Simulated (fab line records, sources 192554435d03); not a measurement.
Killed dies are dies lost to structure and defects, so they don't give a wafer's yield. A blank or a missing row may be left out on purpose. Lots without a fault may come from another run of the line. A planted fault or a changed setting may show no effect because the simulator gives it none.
fab line records | flow n5_finfet
record lots=10 wafers=28 last_day=17
route steps=1938 shown ZERO_LAYER@16 WELL_APT@39 PMOS_HMC_CHANNEL_EPI@57 BEOL_M4@1111 PASSIVATION@1936
lots that met no fault: from a run of the same line without faults
start_h: hours from the record's first day to the start of the lot's first wafer shown | wait_h: hours since the lot's step before | " the same as in the row above | L1.1+2: a row that stands for several wafers | - no value, or no start given | * or withheld: withheld | < > ~ a bound
route shown NAME@n: a module of which the file shows steps, and the number in the route of the first | usual: mean/standard deviation of fault-free wafers | same: alike in all rows | chamber/n: place in a boat | sites: the reading at each site | _std_site: their standard deviation | _edge_site: outer sites' mean less inner sites' | radius_mm: how far each site lies from the wafer's centre | mask NAME#n: copy n | behind: the tool/chamber that last shaped the wafer | hold: why the lot was held/for how many hours/how that ended | device: the transistor (n, p or np) that didn't switch | end of line: the same wafers' tests at the end of the route | a step without rows: its recipe alone | killed: dies lost to structure and defects at the first sort, not the wafer's yield | map: a wafer's dies, x killed, . not, _ none there
set.NAME: the setting as run; set.NAME@STEP: as run at that earlier step | model.NAME: the simulator's own value behind a step, which no gauge read
steps of the route over a sample of lots; a table a step, a row a wafer
services: from which hour (start_h, from the record's first day; less than 0 if before it) a tool's chamber was out of use, for how many hours, and why
## steps
# step N5_ZERO_LAYER_ETCH_18
# recipe chemistry=HBr/Cl2 target=Si target_depth_a=1200 time_s=40 pressure_mtorr=10 icp_w=800 bias_w=75 HBr_flow_sccm=150 Cl2_flow_sccm=80
# usual HBr_flow_sccm=149.9/0.43 drypump_motor_current_A=5.7/0.43 oes_product_au=0.997/0.016 throttle_valve_pct=36.3/0.32
# columns lot.wafer tool chamber start_h wait_h HBr_flow_sccm drypump_motor_current_A oes_product_au rf_hours_counter_h throttle_valve_pct
L839.2 rie_si-03 2 18.80 0.0 149.1 6.2 0.969 185 36.6
L839.3 " 3 " " 149.8 5.7 0.966 58 36.5
L839.4 " 1 " " 149.8 5.8 0.978 3 36.6
L845.2 rie_si-02 0 54.92 0.0 150.6 5.1 1.004 7 36.3
L845.3 " 2 " " 149.4 5.7 0.980 68 36.0
L845.5 " 2 " " 150.0 5.7 0.985 - 36.1
L848.1 rie_si-04 1 72.93 0.0 149.4 6.3 1.007 37 36.4
L848.2 " 2 " " 150.1 5.0 1.010 7 36.1
L848.4 " 0 " " 149.6 5.9 1.005 29 36.2
L849.5 rie_si-04 2 78.97 0.1 150.6 4.9 1.007 - 36.1
L849.6 " 1 " " 150.4 6.3 0.997 - 36.4
L854.3 rie_si-02 0 108.80 0.0 150.0 5.1 1.006 8 36.4
L854.5 " 1 " " 150.0 5.2 1.007 - 36.8
L854.6 " 0 " " 150.4 5.1 1.013 - 36.3
L855.1 rie_si-04 2 114.92 0.0 150.0 4.9 1.005 8 36.1
L855.4 " 1 " " 149.8 6.3 0.997 37 36.4
L855.5 " 1 " " 150.1 6.3 0.995 - 36.3
L856.1 rie_si-02 1 120.83 0.0 150.2 5.2 0.997 120 36.8
L856.3 " 3 " " 149.7 5.4 0.997 117 35.7
L856.6 " 1 " " 150.1 5.2 0.992 - 36.8
L858.1 rie_si-03 2 132.81 0.0 149.2 6.2 0.965 187 36.6
L858.2 " 1 " " 149.6 5.8 0.991 5 36.6
L858.6 " 0 " " 150.0 5.7 1.008 - 36.0
L859.1 rie_si-02 2 138.81 0.0 149.5 5.7 0.983 69 36.0
L859.5 " 2 " " 150.0 5.7 0.982 - 36.0
L861.1 rie_si-02 0 150.91 0.0 150.1 5.1 1.010 9 36.3
L861.3 " 1 " " 150.3 5.2 0.994 120 36.8
L861.5 " 3 " " 149.5 5.5 0.999 - 35.7
# step N5_WELL_APT_EXPOSE_22
# recipe mask_id=PWELL na=0.8 source_shape=conventional sigma_outer=0.8 polarization=unpolarized defocus_nm=0 target_cd_nm=200 dose_mj=23.2
# columns lot.wafer tool chamber start_h wait_h mask
L839.2+3+4 krf_scanner-01 0 21.03 - PWELL#0
L845.2+3+5 krf_scanner-01 0 56.82 - PWELL#0
L848.1+2+4 krf_scanner-01 0 75.07 - PWELL#0
L849.5+6 krf_scanner-01 0 81.18 - PWELL#0
L854.3+5+6 krf_scanner-01 0 111.50 - PWELL#0
L855.1+4+5 krf_scanner-02 0 116.97 - PWELL#0
L856.1+3+6 krf_scanner-01 0 123.70 - PWELL#0
L858.1+2+6 krf_scanner-02 0 135.10 - PWELL#0
L859.1+5 krf_scanner-02 0 140.68 - PWELL#0
L861.1+3+5 krf_scanner-02 0 152.99 - PWELL#0
# step N5_WELL_APT_OVL_MEAS_26
# recipe points_per_wafer=44
# usual PWELL_OVL=0/4.7
# columns lot.wafer tool chamber start_h wait_h PWELL_OVL[nm]
L839.2 overlay-01 0 21.23 0.0 -2
L839.3 " 0 " " 5
L839.4 " 0 " " 7
L845.2 overlay-01 0 57.02 0.0 -5
L845.3 " 0 " " -6
L845.5 " 0 " " -10
L848.1 overlay-02 0 75.27 0.0 -3
L848.2 " 0 " " -4
L848.4 " 0 " " -6
L849.5 overlay-01 0 81.36 0.0 8
L849.6 " 0 " " -3
L854.3 overlay-01 0 111.69 0.0 33
L854.5 " 0 " " 37
L854.6 " 0 " " 36
L855.1 overlay-02 0 117.17 0.0 6
L855.4 " 0 " " 4
L855.5 " 0 " " 5
L856.1 overlay-02 0 123.90 0.0 48
L856.3 " 0 " " 44
L856.6 " 0 " " 43
L858.1 overlay-02 0 135.31 0.0 5
L858.2 " 0 " " 4
L858.6 " 0 " " 3
L859.1 overlay-01 0 140.88 0.0 3
L859.5 " 0 " " 2
L861.1 overlay-01 0 153.19 0.0 3
L861.3 " 0 " " 4
L861.5 " 0 " " 6
# step N5_WELL_APT_INSPECT_38
# recipe inspect_instrument=darkfield mode=post_epi
# usual raw_defect_count=12/4.9
# columns lot.wafer tool chamber start_h wait_h raw_defect_count
L839.2 defect_inspect-02 - 23.31 0.4 9
L839.3 " - " " 10
L839.4 " - " " 15
L845.2 defect_inspect-02 - 59.32 0.4 7
L845.3 " - " " 14
L845.5 " - " " 9
L848.1 defect_inspect-01 - 77.18 0.5 15
L848.2 " - " " 14
L848.4 " - " " 12
L849.5 defect_inspect-01 - 83.85 0.2 3
L849.6 " - " " 14
L854.3 defect_inspect-01 - 114.23 0.3 12
L854.5 " - " " 15
L854.6 " - " " 15
L855.1 defect_inspect-02 - 119.15 0.5 14
L855.4 " - " " 15
L855.5 " - " " 20
L856.1 defect_inspect-02 - 127.41 0.5 8
L856.3 " - " " 8
L856.6 " - " " 13
L858.1 defect_inspect-01 - 137.02 0.5 6
L858.2 " - " " 10
L858.6 " - " " 7
L859.1 defect_inspect-01 - 142.58 0.5 13
L859.5 " - " " 13
L861.1 defect_inspect-02 - 155.02 0.5 17
L861.3 " - " " 11
L861.5 " - " " 11
# step N5_PMOS_HMC_CHANNEL_EPI_HM_DEP_34
# recipe material=SiO2 target_thk_a=360 temp_c=400 precursor=TEOS/O2 pressure_torr=6.5 rf_w=900 teos_flow_sccm=161.4 gas=O2 flow_sccm=2650 time_s=6.9
# usual heater_power_w=525/110 showerhead_plenum_p_Torr=8.36/0.034 throttle_valve_pct=19.0/1.3
# columns lot.wafer tool chamber start_h wait_h heater_power_w showerhead_plenum_p_Torr throttle_valve_pct
L839.2 pecvd-01 0 23.35 0.0 534 8.44 20.4
L839.3 " 1 " " 523 8.34 19.0
L839.4 " 1 " " 534 8.33 18.8
L845.2 pecvd-01 0 59.35 0.0 441 8.43 20.7
L845.3 " 1 " " 521 8.34 18.8
L845.5 " 2 " " 476 8.37 19.1
L848.1 pecvd-03 1 77.21 0.0 394 8.38 17.3
L848.2 " 0 " " 546 8.32 21.0
L848.4 " 0 " " 518 8.33 20.9
L849.5 pecvd-02 2 83.90 0.0 719 8.28 18.0
L849.6 " 0 " " 710 8.34 18.1
L854.3 pecvd-03 0 114.27 0.0 456 8.34 21.0
L854.5 " 2 " " 709 8.35 18.3
L854.6 " 0 " " 445 8.35 21.1
L855.1 pecvd-03 2 119.19 0.0 614 8.34 17.8
L855.4 " 1 " " 375 8.36 17.4
L855.5 " 0 " " 504 8.34 20.9
L856.1 pecvd-01 2 127.44 0.0 475 8.35 19.3
L856.3 " 1 " " 506 8.35 19.0
L856.6 " 0 " " 526 8.43 20.9
L858.1 pecvd-03 0 137.05 0.0 459 8.33 20.6
L858.2 " 2 " " 688 8.33 18.1
L858.6 " 0 " " 474 8.33 21.0
L859.1 pecvd-03 2 142.61 0.0 685 8.34 18.0
L859.5 " 1 " " 397 8.36 17.5
L861.1 pecvd-03 2 155.06 0.0 611 8.35 18.0
L861.3 " 1 " " 410 8.36 17.8
L861.5 " 2 " " 622 8.34 18.2
# step N5_BEOL_M4_RC_MEAS_101
# usual DIBL_N=36.1/1.5 DIBL_P=36.1/1.9 IOFF_N=0.159/0.029 IOFF_P=0.21/0.038 ION_N=675/11 ION_P=464/8.1 SS_N=71.5/0.57 SS_P=73.3/0.64 VT_N=249/3.1 VT_P=-250/3.8
# columns lot.wafer tool chamber start_h wait_h DIBL_N[mV/V] DIBL_P[mV/V] IOFF_N[nA/um] IOFF_P[nA/um] ION_N[uA/um] ION_P[uA/um] SS_N[mV/dec] SS_P[mV/dec] VT_N[mV] VT_P[mV]
L839.2 prober-01 0 174.34 0.2 36.9 35.9 0.156 0.20 667 456 71.5 72.8 250 -250
L839.3 " 0 " " 36.2 35.2 0.148 0.19 675 457 71.4 73.0 251 -252
L839.4 " 0 " " 36.3 34.8 0.152 0.18 658 453 71.5 72.6 253 -252
L845.2 prober-01 0 201.29 0.2 41.1 40.4 0.279 0.29 694 470 72.1 74.6 245 -248
L845.3 " 0 " " 36.9 36.6 0.175 0.21 679 460 71.8 73.2 249 -252
L845.5 " 0 " " 38.0 37.7 0.186 0.23 684 465 72.0 74.4 247 -251
L848.1 prober-01 0 221.25 0.0 38.4 39.8 0.223 0.27 690 473 71.5 73.7 245 -246
L848.2 " 0 " " 35.0 35.6 0.157 0.22 676 471 71.9 73.3 247 -249
L848.4 " 0 " " 34.1 34.0 0.149 0.19 677 467 71.1 72.8 247 -251
L849.5 prober-01 0 227.34 0.6 36.3 36.1 0.173 0.26 686 468 70.9 73.7 246 -244
L849.6 " 0 " " 37.4 37.4 0.209 0.29 695 477 72.2 74.1 245 -241
L854.3 prober-01 0 266.64 0.3 32.5 32.2 0.111 0.17 667 464 70.8 72.5 253 -254
L854.5 " 0 " " 34.4 33.8 0.129 0.19 667 463 70.5 72.4 254 -251
L854.6 " 0 " " 35.7 35.1 0.150 0.21 663 458 71.1 73.2 249 -248
L855.1 prober-01 0 269.52 0.0 35.6 37.1 0.150 0.19 663 457 71.3 73.5 253 -254
L855.4 " 0 " " 36.9 37.5 0.166 0.19 676 460 72.4 73.6 248 -254
L855.5 " 0 " " 36.6 37.7 0.169 0.20 675 457 72.3 73.7 251 -254
L856.1 prober-01 0 274.06 0.0 35.3 36.4 0.159 0.21 688 463 72.2 73.5 248 -249
L856.3 " 0 " " 35.8 37.9 0.181 0.23 684 467 71.9 72.8 247 -248
L856.6 " 0 " " 37.3 39.1 0.206 0.26 689 468 72.0 74.1 244 -247
L858.1 prober-01 0 281.30 0.0 37.1 36.9 0.177 0.26 686 476 72.1 73.8 245 -245
L858.2 " 0 " " 36.9 37.2 0.184 0.28 691 481 71.4 73.1 248 -241
L858.6 " 0 " " 38.5 39.3 0.213 0.31 702 479 72.2 73.5 244 -241
L859.1 prober-02 0 300.63 0.0 35.6 36.6 0.159 0.20 674 456 71.3 72.6 247 -252
L859.5 " 0 " " 34.5 34.6 0.131 0.17 664 456 71.1 73.1 252 -255
L861.1 prober-01 0 321.45 0.0 36.2 36.8 0.181 0.23 684 469 71.1 73.3 247 -247
L861.3 " 0 " " 36.6 36.4 0.180 0.23 680 468 70.9 72.5 246 -248
L861.5 " 0 " " 34.8 36.0 0.168 0.23 686 473 71.5 73.6 244 -247
# step N5_PASSIVATION_PROBE_49
# usual defect_limited_yield=91.5/1.6 killed_at_M0_to_M3=33/10 killed_at_M4_up=13/5.6 killed_at_contacts=13/6 killed_at_front_end=39/12 killed_at_other=3.0/2.8 killed_dies=101/19 killed_on_rim=13/4 killed_open=65/13 killed_short=32/8.3 sort_bin_4_leakage=0.00/0.0072 sort_bin_5_function=5.0/1 sort_bin_6_memory=3.1/0.69 sort_n_pass=1079/19 sort_yield_pct=91.5/1.6
# same gross_dies=1180 killed_at_back_side=0 sort_bin_8_speed[%]=0
# columns lot.wafer tool chamber start_h wait_h defect_limited_yield[%] killed_at_M0_to_M3 killed_at_M4_up killed_at_contacts killed_at_front_end killed_at_other killed_dies killed_on_rim killed_open killed_short sort_bin_4_leakage[%] sort_bin_5_function[%] sort_bin_6_memory[%] sort_n_pass sort_yield_pct[%]
L849.5 prober-02 - 338.58 0.2 90.8 46 15 6 39 3 109 11 64 38 0 5.0 3.2 1071 90.8
L849.6 prober-02 - 338.63 0.3 90.9 22 23 5 54 3 107 15 72 27 0 4.7 3.7 1073 90.9
L854.5 prober-02 - 364.03 0.2 91.9 28 6 18 43 1 96 18 65 24 0 4.7 2.8 1084 91.9
# killed by level:class
L849.5 BEOL_M0_SAQP:geometric_particle:open=9 BEOL_M3:geometric_particle:open=8 BEOL_M4:geometric_particle:open=8 BEOL_M2:geometric_particle:open=7 HKMG_FIN:area_etch=6 BEOL_M1:geometric_particle:short=5 STI_FIN_REVEAL:geometric_particle:open=5 DUMMY_GATE:geometric_particle:open=5
L849.6 STI_FIN_REVEAL:geometric_particle:open=13 BEOL_M2:geometric_particle:open=10 BEOL_M4:geometric_particle:open=9 FIN_SAQP:geometric_particle:open=6 DUMMY_GATE:geometric_particle:open=6 MOL_CONTACT_COAG:geometric_particle:open=5 BEOL_M2:geometric_particle:short=5 HKMG_FIN:area_etch=5
L854.5 MOL_CONTACT_COAG:geometric_particle:open=15 BEOL_M2:geometric_particle:open=9 DUMMY_GATE:geometric_particle:open=6 HKMG_FIN:area_etch=6 FIN_SAQP:geometric_particle:short=5 BEOL_M3:geometric_particle:open=5 BEOL_M1:geometric_particle:short=5 FIN_SAQP:geometric_particle:open=4
## services
# columns tool chamber start_h hours kind
krf_scanner-02 - -0.31 0.8 pm
rie_si-02 - 17.35 0.1 repair
pecvd-03 1 21.94 - calibration
pecvd-03 1 24.01 2.1 scheduled_down
rie_si-02 - 32.88 2.8 pm
krf_scanner-01 - 37.04 0.8 pm
pecvd-02 - 41.20 1.9 repair
pecvd-01 - 51.89 6.0 pm
pecvd-03 - 57.00 6.0 pm
krf_scanner-01 0 58.69 - calibration
pecvd-03 - 63.00 2.8 pm
pecvd-01 - 73.06 0.9 repair
pecvd-03 2 75.67 2.1 scheduled_down
krf_scanner-01 - 89.67 1.3 pm
pecvd-02 2 96.05 17.3 repair
krf_scanner-02 - 96.13 1.3 pm
rie_si-04 1 99.50 3.5 repair
rie_si-02 - 109.96 0.3 repair
krf_scanner-02 - 122.25 4.4 pm
pecvd-02 - 123.70 1.1 repair
pecvd-01 - 123.82 1.4 repair
krf_scanner-01 - 130.81 1.0 pm
krf_scanner-02 - 131.82 1.0 pm
pecvd-02 2 135.92 18.3 repair
## key
first_sign step=N5_WELL_APT_OVL_MEAS_26 reading=PWELL_OVL direction=up sigmas=8.5 usual=0 struck=40
effect none on later readings
met_at N5_WELL_APT_EXPOSE_22
struck_lots L854,L856
baseline_loss step=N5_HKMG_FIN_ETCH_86 wafers=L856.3
not_acting_at N5_ZERO_LAYER_ETCH_18,N5_WELL_APT_INSPECT_38,N5_PMOS_HMC_CHANNEL_EPI_HM_DEP_34
onset_between 81.18 111.50
fault kind=scanner_matching_overlay tool=krf_scanner-01 chamber=- onset_h=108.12 steps=N5_WELL_APT_EXPOSE_22 offset=42.733
# baseline_loss: these wafers lose ten dies or more at that step, a loss of the line's own and not of a fault; the sort's usual values leave them out
